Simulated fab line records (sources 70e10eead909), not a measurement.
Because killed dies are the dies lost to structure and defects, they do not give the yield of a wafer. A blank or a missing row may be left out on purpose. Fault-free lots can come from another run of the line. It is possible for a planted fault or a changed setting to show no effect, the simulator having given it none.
Struck lot and sound lot, side by side + flow nand-harc + 15 out of 1159 route steps
Sound: these wafers, L263.1, L263.5, L263.6. The struck wafers were L273.2, L273.4, L273.6. The cause is given at the end.
Per side, at each step with rows, come the tool, then ch with its chambers, and then its first start. Under that, the readings that differ: sound wafers + struck wafers + difference of the means + sigmas: that difference in standard deviations of wafers without a fault.
alike: same words and numbers on both sides, and readings whose means sit less than 2 such deviations apart. not compared: any withheld reading, any reading some wafer has no value for, any bound like >300 that may hide the same value, and any number with overlapping values for which the record gives no deviation.
A row with sigmas, a row that says differs or no value, or rows on one side alone: a step with any of these is where the two part. When numbers do not overlap yet have no deviation, they are printed without sigmas and do not part them. A reading that every wafer of one side lacks parts them only if that side has two wafers or more.

first, 5 steps without rows for these wafers: NHARC_A_CHANNEL_HOLE_D1_SOFTBAKE_05 (time 55 s); NHARC_A_CHANNEL_HOLE_D1_EBR_06; NHARC_A_CHANNEL_HOLE_D1_EXPOSE_07 (exposes mask HOLE D1, target cd 100 nm); NHARC_A_CHANNEL_HOLE_D1_PEB_08 (peb time 65 s); NHARC_A_CHANNEL_HOLE_D1_DEVELOP_09 (develop time 35 s).
NHARC_A_CHANNEL_HOLE_D1_CD_MEAS_10 targets a cd of 100 nm.
  sound on cd-sem-03 ch 0, day 9 19:39; struck on cd-sem-02 ch 0, day 12 10:44
  alike: cd-nm
NHARC_A_CHANNEL_HOLE_D1_OVL_MEAS_11:
  sound on overlay-02, day 9 19:46; struck on overlay-02, day 12 10:49
  alike: overlay-x-nm, overlay-y-nm
NHARC_A_CHANNEL_HOLE_D1_INSPECT_12:
  sound on defect-inspect-01, day 9 19:47; struck on defect-inspect-01, day 12 10:51
  alike: raw-defect-count
NHARC_A_CHANNEL_HOLE_D1_DESCUM_15: chemistry O2, time 3 s.
  sound on rie-diel-05 ch 1,2,3, day 9 19:53; struck on rie-diel-06 ch 2,3, day 12 10:55
  alike: drypump-motor-current-A, oes-product-au, rf-vpp-V, showerhead-plenum-p-Torr, throttle-valve-pct
  not compared: rf-hours-counter-h
NHARC_A_CHANNEL_HOLE_D1_ETCH_38: etches the open film in CF4, target depth 39 nm, time 65 s.
  sound on rie-diel-05 ch 0,1,3, day 9 19:58; struck on rie-diel-06 ch 0,1,3, day 12 11:00
  alike: drypump-motor-current-A, oes-product-au, rf-vpp-V, showerhead-plenum-p-Torr, throttle-valve-pct
  not compared: rf-hours-counter-h
NHARC_A_CHANNEL_HOLE_D1_ETCH_39: etches the open film in N2/H2, target depth 260 nm, time 325 s.
  sound: rie-diel-05 ch 0,1; struck: rie-diel-06 ch 0,1
  alike: drypump-motor-current-A, oes-product-au, rf-vpp-V, showerhead-plenum-p-Torr, throttle-valve-pct
  not compared: rf-hours-counter-h
NHARC_A_CHANNEL_HOLE_D1_ETCH_34: etches the open film in CF4/CHF3, target depth 154 nm, time 77 s.
  sound: rie-diel-05 ch 2,3; struck: rie-diel-06 ch 2,3
| reading               | sound             | struck            | difference | sigmas |
|-----------------------|-------------------|-------------------|------------|--------|
| oes-product-au (a.u.) | 0.977 0.973 0.974 | 0.916 0.926 0.921 | -0.054     | -2     |
  alike: drypump-motor-current-A, rf-vpp-V, showerhead-plenum-p-Torr, throttle-valve-pct
  not compared: rf-hours-counter-h
NHARC_A_CHANNEL_HOLE_D1_ETCH_16: etches the open film in O2/COS, target depth 3100 nm, time 806 s.
  sound on rie-diel-05 ch 0,1,3, day 9 20:30; struck on rie-diel-06 ch 1,2,3, day 12 11:26
| reading               | sound             | struck            | difference | sigmas |
|-----------------------|-------------------|-------------------|------------|--------|
| oes-product-au (a.u.) | 1.003 1.002 1.009 | 0.845 0.847 0.855 | -0.156     | -16    |
| rf-vpp-V (V)          | 314.1 317.1 315.9 | 310.1 312.9 310.4 | -4.6       | -2     |
  alike: drypump-motor-current-A, showerhead-plenum-p-Torr, throttle-valve-pct
  not compared: rf-hours-counter-h
NHARC_A_CHANNEL_HOLE_D1_CD_MEAS_18:
  sound on cd-sem-01, day 9 20:58; struck on cd-sem-02, day 12 12:01
  alike: cd-nm
-- the record jumps here: 11 days lie between the struck wafers' starts before and after (it left off in module A_CHANNEL_HOLE_D1 and takes up again in module END, whose first step shown is number 1159 of the route) --
NHARC_END_SORT_01:
  here the record holds rows for the struck wafers (prober-01 ch 0, day 23 21:02) but none for the sound ones

== WHERE THEY PART ==
Earliest at NHARC_A_CHANNEL_HOLE_D1_ETCH_34; latest, in this record, at NHARC_END_SORT_01.

WHY: what the simulator had put in
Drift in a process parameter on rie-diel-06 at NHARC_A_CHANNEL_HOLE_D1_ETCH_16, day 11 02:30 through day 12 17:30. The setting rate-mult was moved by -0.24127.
